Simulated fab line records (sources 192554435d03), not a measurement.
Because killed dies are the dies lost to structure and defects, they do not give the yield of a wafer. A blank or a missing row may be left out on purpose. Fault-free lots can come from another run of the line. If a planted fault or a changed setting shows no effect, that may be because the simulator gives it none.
Chamber matching | flow n5_finfet | N5_BEOL_M0_SAQP_STRIP_86 on rie_diel-03: 4 sister chambers
The step strips in N2/H2. 18 wafers are shown with their chamber, then 9 later ones without.

## WAFERS WITH THEIR CHAMBER
wafer  | chamber | throttle_valve_pct (%) | showerhead_plenum_p_Torr (Torr) | oes_product_au (a.u.)
L074.3 | 1       | 19.42                  | 3.46                            | 0.70
L074.4 | 0       | 19.46                  | 3.35                            | 0.74
L074.5 | 0       | 19.48                  | 3.35                            | 0.73
L079.2 | 3       | 18.48                  | 3.53                            | 0.83
L079.3 | 2       | 18.82                  | 3.42                            | 0.88
L079.4 | 0       | 19.50                  | 3.35                            | 0.73
L082.1 | 3       | 18.50                  | 3.52                            | 0.82
L082.2 | 0       | 19.51                  | 3.34                            | 0.73
L082.3 | 2       | 18.82                  | 3.41                            | 0.86
L082.4 | 3       | 18.47                  | 3.52                            | 0.81
L082.5 | 0       | 19.48                  | 3.34                            | 0.71
L082.6 | 2       | 18.79                  | 3.41                            | 0.85
L083.1 | 2       | 18.83                  | 3.41                            | 0.86
L083.2 | 0       | 19.49                  | 3.34                            | 0.71
L083.3 | 3       | 18.51                  | 3.52                            | 0.83
L083.4 | 2       | 18.81                  | 3.41                            | 0.85
L083.5 | 3       | 18.48                  | 3.52                            | 0.82
L083.6 | 0       | 19.49                  | 3.34                            | 0.72

SIGNATURES (averages over the wafers above)
reading                  | chamber 0 | chamber 1 | chamber 2 | chamber 3 | scatter within a chamber
throttle_valve_pct       | 19.4871   | 19.4200   | 18.8140   | 18.4880   | 0.0159
showerhead_plenum_p_Torr | 3.3443    | 3.4600    | 3.4120    | 3.5220    | 0.00487
oes_product_au           | 0.7243    | 0.7000    | 0.8600    | 0.8220    | 0.0109
Rule: a wafer's distance from a chamber is the root of the sum, over the readings, of the square of ((its reading less the chamber's mean) divided by the reading's scatter). If the next closest chamber is less than 2 further off than the closest, the wafer can't be placed; otherwise it belongs to the closest. The scatter: the root of (the sum of the squares of (reading less its chamber's mean) over the shown wafers, divided by (wafers less chambers)).

## WAFERS MISSING THEIR CHAMBER
wafer  | throttle_valve_pct (%) | showerhead_plenum_p_Torr (Torr) | oes_product_au (a.u.)
L089.4 | 18.85                  | 3.41                            | 0.85
L089.5 | 18.86                  | 3.41                            | 0.83
L089.6 | 18.52                  | 3.51                            | 0.81
L090.1 | 19.05                  | 3.45                            | 0.94
L090.2 | 18.86                  | 3.40                            | 0.84
L090.3 | 18.51                  | 3.51                            | 0.80
L091.1 | 19.01                  | 3.45                            | 0.92
L091.3 | 19.51                  | 3.33                            | 0.70
L091.6 | 19.03                  | 3.45                            | 0.95

## CHAMBER TAKEN BY EACH
wafer  | from the rows above | in truth
L089.4 | 2                   | 2
L089.5 | 2                   | 2
L089.6 | 3                   | 3
L090.1 | 2                   | 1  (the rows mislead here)
L090.2 | 2                   | 2
L090.3 | 3                   | 3
L091.1 | 2                   | 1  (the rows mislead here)
L091.3 | 0                   | 0
L091.6 | 2                   | 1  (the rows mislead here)
Correct placement for 6 of the 9. Number that these rows cannot place: 0. Wrongly placed: 3.
